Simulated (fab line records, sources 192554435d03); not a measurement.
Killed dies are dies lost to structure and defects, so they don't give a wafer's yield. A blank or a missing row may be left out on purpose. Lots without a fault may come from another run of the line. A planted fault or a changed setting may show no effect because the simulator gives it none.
Chamber matching | flow n5_finfet | N5_BEOL_M8_ETCH_72 on rie_diel-02: 4 sister chambers
The step etches underlayer in N2/H2, target depth 6.5 nm, time 5.2 s. 4 wafers are shown with their chamber, then 9 later ones without.

WAFERS WITH THEIR CHAMBER
wafer  | chamber | drypump_motor_current_A (A)
L079.4 | 2       | 5.69
L085.3 | 3       | 5.76
L086.3 | 0       | 5.69
L086.4 | 1       | 5.19

WAFERS WITHOUT THEIR CHAMBER
wafer  | drypump_motor_current_A (A)
L087.1 | 5.23
L087.2 | 5.69
L087.3 | 5.74
L092.2 | 5.70
L092.4 | 5.25
L092.5 | 5.69
L094.2 | 5.25
L094.4 | 5.77
L094.6 | 5.20

WHICH CHAMBER EACH WENT THROUGH
wafer  | from the rows above          | in truth
L087.1 | 1                            | 1
L087.2 | can't be placed: 0 or 2      | 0
L087.3 | can't be placed: 3 or 0 or 2 | 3
L092.2 | can't be placed: 0 or 2 or 3 | 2
L092.4 | 1                            | 1
L092.5 | can't be placed: 0 or 2      | 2
L094.2 | 1                            | 1
L094.4 | 3                            | 3
L094.6 | 1                            | 1
Placed correctly: 5 of 9. Can't be placed from these rows: 4 (the true chamber is among the candidates in 4). Placed wrongly: 0.
How it was worked out, from the rows above alone: a wafer's distance from a chamber is the root of the sum, over the readings, of the square of ((its reading less the chamber's mean) divided by the reading's scatter). The wafer belongs to the nearest chamber; if the next one is less than 2 further off, it can't be placed. A chamber's mean is the mean of its shown wafers. The scatter: with one shown wafer a chamber, the root of the mean of the squares of how far each hidden wafer lies from its nearest shown one.
